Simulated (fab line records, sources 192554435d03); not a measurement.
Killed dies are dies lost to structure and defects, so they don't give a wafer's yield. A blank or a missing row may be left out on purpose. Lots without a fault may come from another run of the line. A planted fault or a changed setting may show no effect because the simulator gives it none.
fab line records | flow n5_finfet
record lots=9 wafers=27 last_day=17
route steps=1938 shown SD_EPI_P@312 SD_ACTIVATION@331 ILD0@335 BEOL_M4@1111 PASSIVATION@1936
lots that met no fault: from a run of the same line without faults
start_h: hours from the record's first day to the start of the lot's first wafer shown | wait_h: hours since the lot's step before | " the same as in the row above | L1.1+2: a row that stands for several wafers | - no value, or no start given | * or withheld: withheld | < > ~ a bound
route shown NAME@n: a module of which the file shows steps, and the number in the route of the first | usual: mean/standard deviation of fault-free wafers | same: alike in all rows | chamber/n: place in a boat | sites: the reading at each site | _std_site: their standard deviation | _edge_site: outer sites' mean less inner sites' | radius_mm: how far each site lies from the wafer's centre | mask NAME#n: copy n | behind: the tool/chamber that last shaped the wafer | hold: why the lot was held/for how many hours/how that ended | device: the transistor (n, p or np) that didn't switch | end of line: the same wafers' tests at the end of the route | a step without rows: its recipe alone | killed: dies lost to structure and defects at the first sort, not the wafer's yield | map: a wafer's dies, x killed, . not, _ none there
set.NAME: the setting as run; set.NAME@STEP: as run at that earlier step | model.NAME: the simulator's own value behind a step, which no gauge read
steps of the route over a sample of lots; a table a step, a row a wafer
services: from which hour (start_h, from the record's first day; less than 0 if before it) a tool's chamber was out of use, for how many hours, and why
## steps
# step N5_SD_EPI_P_ETCH_16
# recipe chemistry=CHF3/O2 target=SiO2 target_depth_a=50 mask_material=SOC pressure_mtorr=30 source_w=650 bias_w=170 Ar_flow_sccm=200 CHF3_flow_sccm=50 O2_flow_sccm=5 ion_energy_ev=200
# usual drypump_motor_current_A=5.80/0.28 oes_product_au=0.77/0.08 rf_fwd_power_W=642.9/2.7 rf_vpp_V=525/4.3 showerhead_plenum_p_Torr=2.42/0.074 throttle_valve_pct=18.99/0.27
# columns lot.wafer tool chamber start_h wait_h drypump_motor_current_A oes_product_au rf_fwd_power_W rf_hours_counter_h rf_vpp_V showerhead_plenum_p_Torr throttle_valve_pct
L784.1 rie_diel-06 1 71.82 0.1 5.95 0.74 642.1 211 533 2.48 18.89
L784.3 " 0 " " 5.84 0.71 648.2 197 529 2.49 19.23
L784.5 " 1 " " 5.95 0.73 643.8 - 535 2.48 18.88
L785.4 rie_diel-04 0 81.09 0.1 5.82 0.80 642.1 118 526 2.51 19.16
L785.5 " 2 " " 5.82 0.99 639.6 - 528 2.37 18.21
L785.6 " 1 " " 6.23 0.68 640.8 - 520 2.28 19.31
L786.2 rie_diel-04 3 83.36 0.1 5.47 0.75 641.0 182 521 2.40 19.11
L786.3 " 2 " " 5.80 0.97 640.1 3 528 2.37 18.22
L786.6 " 0 " " 5.83 0.80 641.8 - 525 2.51 19.15
L788.1 rie_diel-06 3 100.76 0.1 6.17 0.84 644.5 58 527 2.35 18.98
L788.3 " 2 " " 5.78 0.76 644.0 157 531 2.51 19.03
L788.6 " 3 " " 6.15 0.85 643.8 - 530 2.35 18.96
L790.1 rie_diel-02 1 112.18 0.1 5.89 0.72 640.3 187 527 2.39 19.20
L790.3 " 3 " " 5.62 0.69 641.9 219 520 2.48 19.07
L790.4 " 0 " " 6.10 0.77 642.8 139 525 2.42 19.11
L796.1 rie_diel-04 1 147.22 0.1 6.25 0.98 644.1 11 528 2.56 18.97
L796.3 " 3 " " 5.46 0.74 639.5 202 521 2.39 19.13
L796.4 " 0 " " 5.86 0.78 641.2 - 525 2.50 19.23
L800.1 rie_diel-06 2 169.16 0.1 5.78 0.75 643.2 178 531 2.50 19.05
L800.2 " 3 " " 6.16 0.81 647.5 79 530 2.34 19.00
L800.6 " 2 " " 5.80 0.74 643.9 - 530 2.50 19.06
L801.1 rie_diel-02 2 178.30 0.1 5.30 0.77 644.9 142 522 2.32 18.73
L801.2 " 0 " " 6.08 0.76 644.5 159 524 2.41 19.15
L801.6 " 1 " " 5.90 0.72 642.7 - 528 2.38 19.24
L803.2 rie_diel-04 1 188.69 0.1 6.24 0.95 646.1 22 526 2.56 18.96
L803.5 " 1 " " 6.23 0.94 643.8 - 526 2.56 18.99
L803.6 " 0 " " 5.85 0.76 644.1 - 525 2.50 19.22
# step N5_SD_ACTIVATION_LSA_01
# recipe temp_c=1080 time_s=0.0008 ambient=N2
# usual wafer_temp_C_max=1085.0/1.4
# columns lot.wafer tool chamber start_h wait_h wafer_temp_C_max
L784.1 laser_anneal-02 0 75.26 0.2 1085.7
L784.3 " 0 " " 1085.6
L784.5 " 0 " " 1087.0
L785.4 laser_anneal-01 0 84.79 0.2 1084.2
L785.5 " 0 " " 1084.1
L785.6 " 0 " " 1084.2
L786.2 laser_anneal-02 0 86.90 0.3 1086.6
L786.3 " 0 " " 1086.0
L786.6 " 0 " " 1084.2
L788.1 laser_anneal-02 0 104.09 0.2 1051.9
L788.3 " 0 " " 1055.3
L788.6 " 0 " " 1051.6
L790.1 laser_anneal-02 0 115.52 0.2 1053.2
L790.3 " 0 " " 1049.9
L790.4 " 0 " " 1053.6
L796.1 laser_anneal-01 0 150.56 0.2 1083.6
L796.3 " 0 " " 1083.8
L796.4 " 0 " " 1083.1
L800.1 laser_anneal-01 0 174.46 0.2 1084.0
L800.2 " 0 " " 1082.7
L800.6 " 0 " " 1084.5
L801.1 laser_anneal-02 0 182.55 0.2 1086.4
L801.2 " 0 " " 1085.3
L801.6 " 0 " " 1085.4
L803.2 laser_anneal-01 0 192.90 0.2 1083.5
L803.5 " 0 " " 1084.1
L803.6 " 0 " " 1083.5
# step N5_SD_ACTIVATION_RS_MEAS_03
# recipe thk_meas_gauge=four-point-probe
# usual RS_SD_N=21.76/0.28 RS_SD_P=55.8/0.72
# columns lot.wafer tool chamber start_h wait_h RS_SD_N[ohm/sq] RS_SD_P[ohm/sq]
L784.1 film_metro-02 - 75.48 0.2 21.61 54.8
L784.3 " - " " 21.77 54.5
L784.5 " - " " 21.99 54.7
L785.4 film_metro-01 - 84.97 0.1 21.28 55.5
L785.5 " - " " 21.76 55.4
L785.6 " - " " 21.53 55.2
L786.2 film_metro-01 - 87.09 0.2 22.20 56.2
L786.3 " - " " 22.12 55.7
L786.6 " - " " 22.05 55.7
L788.1 film_metro-02 - 104.29 0.2 25.57 56.9
L788.3 " - " " 25.55 56.9
L788.6 " - " " 25.61 57.9
L790.1 film_metro-01 - 115.72 0.2 25.45 55.9
L790.3 " - " " 25.35 56.3
L790.4 " - " " 25.41 56.7
L796.1 film_metro-02 - 150.76 0.2 21.96 56.7
L796.3 " - " " 21.83 57.0
L796.4 " - " " 21.88 56.5
L800.1 film_metro-02 - 174.66 0.2 21.62 55.3
L800.2 " - " " 21.89 55.2
L800.6 " - " " 21.83 56.1
L801.1 film_metro-02 - 182.77 0.2 21.89 56.1
L801.2 " - " " 21.61 55.7
L801.6 " - " " 21.71 56.6
L803.2 film_metro-02 - 193.09 0.2 21.85 54.3
L803.5 " - " " 22.09 55.5
L803.6 " - " " 22.06 54.4
# step N5_ILD0_LINER_00
# recipe material=SiNx target_thk_a=40 temp_c=400 ald_precursor_family=SiH2I2 ald_co_reactant=N2/H2-plasma pulse_time_s=1 purge_time_s=2 co_reactant_purge_time_s=2 ald_cycles=80 pressure_torr=2
# usual heater_power_w=856/140 precursor_pulse_height_rel=1.001/0.021
# columns lot.wafer tool chamber start_h wait_h heater_power_w precursor_pulse_height_rel
L784.1 ald_sin-03 2 75.84 0.0 889 0.985
L784.3 " 0 " " 900 0.992
L784.5 " 2 " " 914 0.994
L785.4 ald_sin-01 0 85.66 0.4 712 0.994
L785.5 " 3 " " 1175 1.013
L785.6 " 2 " " 764 1.021
L786.2 ald_sin-03 1 87.59 0.2 878 0.971
L786.3 " 0 " " 909 1.035
L786.6 " 2 " " 919 0.974
L788.1 ald_sin-01 3 104.68 0.1 1152 1.032
L788.3 " 2 " " 775 0.994
L788.6 " 0 " " 696 0.997
L790.1 ald_sin-01 2 116.08 0.0 764 1.015
L790.3 " 3 " " 1163 1.008
L790.4 " 1 " " 761 0.993
L796.1 ald_sin-01 2 151.66 0.6 774 0.983
L796.3 " 0 " " 733 0.991
L796.4 " 3 " " 1175 1.018
L800.1 ald_sin-03 3 175.02 0.0 790 0.988
L800.2 " 2 " " 924 0.987
L800.6 " 0 " " 870 1.007
L801.1 ald_sin-03 0 183.28 0.2 905 0.971
L801.2 " 1 " " 876 1.016
L801.6 " 3 " " 818 0.983
L803.2 ald_sin-04 2 193.48 0.1 797 1.029
L803.5 " 1 " " 875 1.021
L803.6 " 3 " " 705 1.003
# step N5_ILD0_THK_MEAS_13
# usual thk_nm=17.8/1
# columns lot.wafer tool chamber start_h wait_h thk_nm
L784.1 film_metro-02 - 83.19 - 15.6
L784.3 " - " " 16.2
L784.5 " - " " 15.5
L785.4 film_metro-01 - 92.97 - 17.7
L785.5 " - " " 16.7
L785.6 " - " " 17.6
L786.2 film_metro-01 - 94.01 - 17.4
L786.3 " - " " 17.1
L786.6 " - " " 16.2
L788.1 film_metro-01 - 111.12 - 17.8
L788.3 " - " " 16.6
L788.6 " - " " 16.8
L790.1 film_metro-02 - 122.40 - 18.6
L790.3 " - " " 18.7
L790.4 " - " " 19.2
L796.1 film_metro-01 - 158.37 - 17.9
L796.3 " - " " 16.5
L796.4 " - " " 18.4
L800.1 film_metro-02 - 181.31 - 18.8
L800.2 " - " " 18.9
L800.6 " - " " 18.4
L801.1 film_metro-01 - 189.76 - 17.2
L801.2 " - " " 15.9
L801.6 " - " " 16.0
L803.2 film_metro-01 - 199.68 - 16.8
L803.5 " - " " 16.5
L803.6 " - " " 15.6
# step N5_BEOL_M4_RC_MEAS_101
# usual DIBL_N=36.3/1.4 DIBL_P=35.7/1.5 IOFF_N=0.155/0.022 IOFF_P=0.204/0.027 ION_N=671/9 ION_P=459/6.2 RC_DENSE_N=18.9/0.32 RC_N=15.40/0.25 REXT_N=75.4/1.5 RS_SD_N=28.2/0.39 SS_N=71.5/0.54 SS_P=73.1/0.56 VT_N=250.2/2.6 VT_P=-251/3.3
# columns lot.wafer tool chamber start_h wait_h DIBL_N[mV/V] DIBL_P[mV/V] IOFF_N[nA/um] IOFF_P[nA/um] ION_N[uA/um] ION_P[uA/um] RC_DENSE_N[ohm.um] RC_N[ohm.um] REXT_N[ohm.um] RS_SD_N[ohm/sq] SS_N[mV/dec] SS_P[mV/dec] VT_N[mV] VT_P[mV]
L784.1 prober-02 0 189.13 0.0 35.0 34.9 0.137 0.171 663 453 19.0 15.51 76.3 28.2 70.7 72.3 250.8 -255
L784.3 " 0 " " 36.4 36.8 0.176 0.195 682 464 19.5 15.81 75.8 28.0 71.5 73.4 245.6 -254
L784.5 " 0 " " 38.2 38.8 0.212 0.222 686 456 19.4 15.99 76.0 28.4 71.1 73.6 243.2 -252
L785.4 prober-02 0 191.64 0.5 36.2 35.2 0.150 0.229 666 468 18.9 15.56 74.0 28.0 71.1 73.1 252.7 -247
L785.5 " 0 " " 34.4 33.4 0.129 0.214 670 471 18.8 15.47 73.2 28.0 70.6 72.0 251.9 -250
L785.6 " 0 " " 36.4 34.8 0.161 0.235 667 461 18.9 15.53 74.1 28.1 70.9 73.4 248.3 -247
L786.2 prober-01 0 192.17 0.6 37.8 37.2 0.193 0.243 674 465 19.4 15.85 76.2 28.9 71.1 74.0 246.9 -246
L786.3 " 0 " " 35.7 35.6 0.148 0.210 670 464 19.0 15.41 76.6 28.7 70.6 73.3 250.1 -248
L786.6 " 0 " " 36.8 37.0 0.185 0.239 691 470 19.1 15.38 75.4 28.6 71.4 73.5 247.2 -246
L788.1 prober-01 0 212.61 0.0 35.1 35.5 0.131 0.177 669 462 22.0 17.90 83.2 31.8 70.9 72.4 253.4 -255
L788.3 " 0 " " 35.9 35.8 0.146 0.185 654 451 22.0 17.87 83.2 32.1 71.2 73.4 252.1 -255
L788.6 " 0 " " 36.5 35.6 0.147 0.174 661 447 22.2 17.90 83.5 32.2 71.5 72.5 253.1 -258
L790.1 prober-01 0 232.23 0.0 34.6 33.3 0.125 0.189 661 467 22.1 18.09 82.1 32.6 72.2 73.0 253.0 -247
L790.3 " 0 " " 35.7 35.0 0.150 0.217 671 465 21.9 17.78 82.2 32.3 71.8 72.9 248.3 -248
L790.4 " 0 " " 36.2 35.6 0.149 0.225 654 464 21.6 17.48 82.1 32.7 71.4 72.9 250.2 -247
L796.1 prober-02 0 255.69 0.0 38.7 36.4 0.170 0.212 677 462 19.0 15.56 74.5 28.4 72.5 73.1 246.9 -247
L796.3 " 0 " " 38.6 36.9 0.167 0.211 673 457 19.1 15.59 74.2 28.3 72.1 74.2 247.0 -252
L796.4 " 0 " " 37.4 35.5 0.143 0.199 668 456 19.4 15.93 75.3 28.8 72.0 73.8 252.2 -251
L800.1 prober-02 0 284.96 0.0 36.2 36.8 0.153 0.207 675 466 18.9 15.44 76.3 28.2 71.5 72.7 250.7 -250
L800.2 " 0 " " 36.3 36.8 0.158 0.213 671 460 19.2 15.75 76.3 28.5 71.3 73.0 251.5 -249
L800.6 " 0 " " 35.9 36.0 0.143 0.194 663 457 18.9 15.36 76.4 28.4 71.1 72.4 253.7 -251
L801.1 prober-01 0 293.64 0.0 36.0 35.2 0.143 0.185 674 459 18.7 15.24 76.9 28.4 71.3 72.9 252.5 -254
L801.2 " 0 " " 34.7 33.2 0.120 0.159 655 450 18.6 15.13 77.1 28.5 72.0 72.7 253.5 -254
L801.6 " 0 " " 37.8 37.7 0.188 0.224 682 464 18.7 15.15 76.4 28.2 71.5 73.9 245.5 -251
L803.2 prober-01 0 302.79 0.2 33.6 33.7 0.105 0.161 653 456 18.7 15.26 73.8 28.7 71.3 72.2 254.8 -251
L803.5 " 0 " " 36.1 36.6 0.139 0.207 663 461 19.2 15.49 74.2 28.4 71.6 73.2 251.6 -251
L803.6 " 0 " " 33.8 33.5 0.106 0.159 644 452 19.0 15.48 74.0 28.6 70.9 72.9 255.0 -254
# step N5_PASSIVATION_PROBE_49
# usual defect_limited_yield=91.0/1.5 killed_at_M0_to_M3=36/12 killed_at_M4_up=14/5.5 killed_at_contacts=11/4.8 killed_at_front_end=42/12 killed_at_other=3.7/2.7 killed_dies=106/18 killed_open=70/13 killed_short=35/8.2 sort_bin_5_function=5.3/1 sort_bin_6_memory=3.3/0.69 sort_n_pass=1074/18 sort_yield_pct=91.0/1.5
# same gross_dies=1180 killed_at_back_side=0 sort_bin_4_leakage[%]=0 sort_bin_8_speed[%]=0
# columns lot.wafer tool chamber start_h wait_h defect_limited_yield[%] killed_at_M0_to_M3 killed_at_M4_up killed_at_contacts killed_at_front_end killed_at_other killed_dies killed_open killed_short sort_bin_5_function[%] sort_bin_6_memory[%] sort_n_pass sort_yield_pct[%]
L796.1 prober-01 - 363.64 0.0 90.3 39 24 7 44 1 115 62 47 6.2 3.1 1065 90.3
L796.3 prober-01 - 363.74 0.1 91.2 36 20 5 39 4 104 66 34 4.5 3.9 1076 91.2
L796.4 prober-01 - 363.79 0.2 92.7 15 22 4 44 1 86 55 27 4.2 2.9 1094 92.7
L800.1 prober-01 - 399.64 0.0 89.4 44 13 6 54 8 125 81 44 6.2 4.2 1055 89.4
L800.2 prober-01 - 399.69 0.1 90.2 40 15 19 42 0 116 75 41 5.8 3.6 1064 90.2
L800.6 prober-01 - 399.89 0.3 89.3 48 14 9 51 4 126 87 39 6.8 3.6 1054 89.3
L801.1 prober-01 - 401.25 0.0 91.7 48 13 3 31 3 98 63 35 5.8 2.4 1082 91.7
L801.2 prober-01 - 401.30 0.1 90.8 31 8 7 61 1 108 64 42 4.8 4.1 1072 90.8
L801.6 prober-01 - 401.50 0.3 87.5 56 17 8 63 4 148 103 44 7.9 4.2 1032 87.5
# killed by level:class
L796.1 FIN_SAQP:geometric_particle:short=16 BEOL_M0_SAQP:geometric_particle:short=11 BEOL_M4:geometric_particle:open=10 BEOL_M2:geometric_particle:open=8 GATE_CUT:geometric_particle:short=7 BEOL_M0_SAQP:geometric_particle:open=7 MOL_CONTACT_COAG:geometric_particle:open=6 FIN_SAQP:geometric_particle:open=4
L796.3 BEOL_M0_SAQP:geometric_particle:short=11 FIN_SAQP:geometric_particle:short=9 BEOL_M2:geometric_particle:open=9 BEOL_M4:geometric_particle:open=8 FIN_SAQP:geometric_particle:open=6 BEOL_M5:geometric_particle:open=5 FIN_CUT:geometric_particle:open=4 GATE_CUT:geometric_particle:open=4
L796.4 BEOL_M4:geometric_particle:open=10 FIN_SAQP:geometric_particle:open=7 GATE_CUT:geometric_particle:short=6 GATE_CUT:geometric_particle:open=6 FIN_SAQP:geometric_particle:short=5 DUMMY_GATE:geometric_particle:open=5 MOL_CONTACT_COAG:geometric_particle:open=4 BEOL_M0_SAQP:geometric_particle:open=4
L800.1 STI_FIN_REVEAL:geometric_particle:open=12 FIN_SAQP:geometric_particle:open=11 FIN_SAQP:geometric_particle:short=9 BEOL_M0_SAQP:geometric_particle:short=7 BEOL_M0_SAQP:geometric_particle:open=7 BEOL_M2:geometric_particle:open=7 MOL_CONTACT_COAG:geometric_particle:open=6 ILD0:geometric_particle:short=5
L800.2 MOL_CONTACT_COAG:geometric_particle:open=15 BEOL_M0_SAQP:geometric_particle:open=9 FIN_SAQP:geometric_particle:open=8 BEOL_M0_SAQP:geometric_particle:short=8 FIN_SAQP:geometric_particle:short=7 STI_FIN_REVEAL:geometric_particle:open=7 BEOL_M1:geometric_particle:open=6 STI_FIN_REVEAL:geometric_particle:short=5
L800.6 BEOL_M2:geometric_particle:open=15 FIN_SAQP:geometric_particle:open=11 BEOL_M1:geometric_particle:open=10 MOL_CONTACT_COAG:geometric_particle:open=6 BEOL_M5:geometric_particle:open=6 STI_FIN_REVEAL:geometric_particle:open=5 GATE_CUT:geometric_particle:short=5 BEOL_M0_SAQP:geometric_particle:open=5
L801.1 BEOL_M0_SAQP:geometric_particle:short=14 FIN_SAQP:geometric_particle:open=10 STI_FIN_REVEAL:geometric_particle:open=7 BEOL_M1:geometric_particle:open=7 BEOL_M4:geometric_particle:open=6 BEOL_M3:geometric_particle:open=6 FIN_SAQP:geometric_particle:short=5 BEOL_M0_SAQP:geometric_particle:open=5
L801.2 FIN_SAQP:geometric_particle:open=16 FIN_SAQP:geometric_particle:short=14 STI_FIN_REVEAL:geometric_particle:open=11 BEOL_M0_SAQP:geometric_particle:short=9 BEOL_M0_SAQP:geometric_particle:open=6 BEOL_M4:geometric_particle:open=5 BEOL_M0:geometric_particle:open=4 MOL_CONTACT_COAG:geometric_particle:open=4
L801.6 FIN_SAQP:geometric_particle:open=18 STI_FIN_REVEAL:geometric_particle:open=14 BEOL_M2:geometric_particle:open=14 BEOL_M0_SAQP:geometric_particle:open=10 BEOL_M4:geometric_particle:open=10 FIN_SAQP:geometric_particle:short=8 BEOL_M0_SAQP:geometric_particle:short=7 DUMMY_GATE:geometric_particle:open=6
## services
# columns tool chamber start_h hours kind
rie_diel-04 3 49.33 6.1 repair
rie_diel-04 2 55.43 - clean
rie_diel-04 2 55.43 - consumable_replace:focus_ring
rie_diel-04 2 55.43 15.9 scheduled_down
rie_diel-04 2 55.43 15.9 vent_cycle
ald_sin-03 1 80.39 3.1 repair
rie_diel-04 2 86.03 7.0 repair
ald_sin-04 2 89.23 13.0 repair
laser_anneal-02 - 89.24 1.5 repair
rie_diel-04 1 100.17 - clean
rie_diel-04 1 100.17 - consumable_replace:focus_ring
rie_diel-04 1 100.17 - consumable_replace:showerhead
rie_diel-04 1 100.17 13.7 scheduled_down
laser_anneal-01 - 109.57 1.8 pm
laser_anneal-02 - 111.39 2.2 pm
rie_diel-06 1 133.57 9.6 repair
rie_diel-04 3 137.47 4.1 repair
laser_anneal-01 - 138.73 10.3 repair
rie_diel-04 2 146.42 8.2 repair
ald_sin-04 - 153.72 1.1 repair
laser_anneal-01 - 160.80 7.8 pm
rie_diel-04 - 173.81 2.7 repair
ald_sin-04 - 176.75 14.0 pm
laser_anneal-02 - 188.89 21.8 pm
## key
first_sign step=N5_SD_ACTIVATION_LSA_01 reading=wafer_temp_C_max direction=down sigmas=23 usual=* struck=*
effect step=N5_SD_ACTIVATION_RS_MEAS_03 reading=RS_SD_N direction=up sigmas=14 usual=21.76 struck=25.49
effect step=N5_BEOL_M4_RC_MEAS_101 reading=RS_SD_N direction=up sigmas=10 usual=28.2 struck=32.3
effect step=N5_BEOL_M4_RC_MEAS_101 reading=RC_DENSE_N direction=up sigmas=9.7 usual=18.9 struck=22.0
effect step=N5_BEOL_M4_RC_MEAS_101 reading=RC_N direction=up sigmas=9.7 usual=15.40 struck=17.84
effect step=N5_BEOL_M4_RC_MEAS_101 reading=REXT_N direction=up sigmas=4.8 usual=75.4 struck=82.7
met_at N5_SD_ACTIVATION_LSA_01
struck_lots L788,L790
not_acting_at N5_SD_EPI_P_ETCH_16,N5_ILD0_LINER_00,N5_ILD0_THK_MEAS_13
onset_between 86.90 104.09
fault kind=process_parameter_drift tool=laser_anneal-02 chamber=- onset_h=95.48 steps=N5_SD_ACTIVATION_LSA_01 channel=temp_c offset=* shape=step end_h=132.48 stated=*
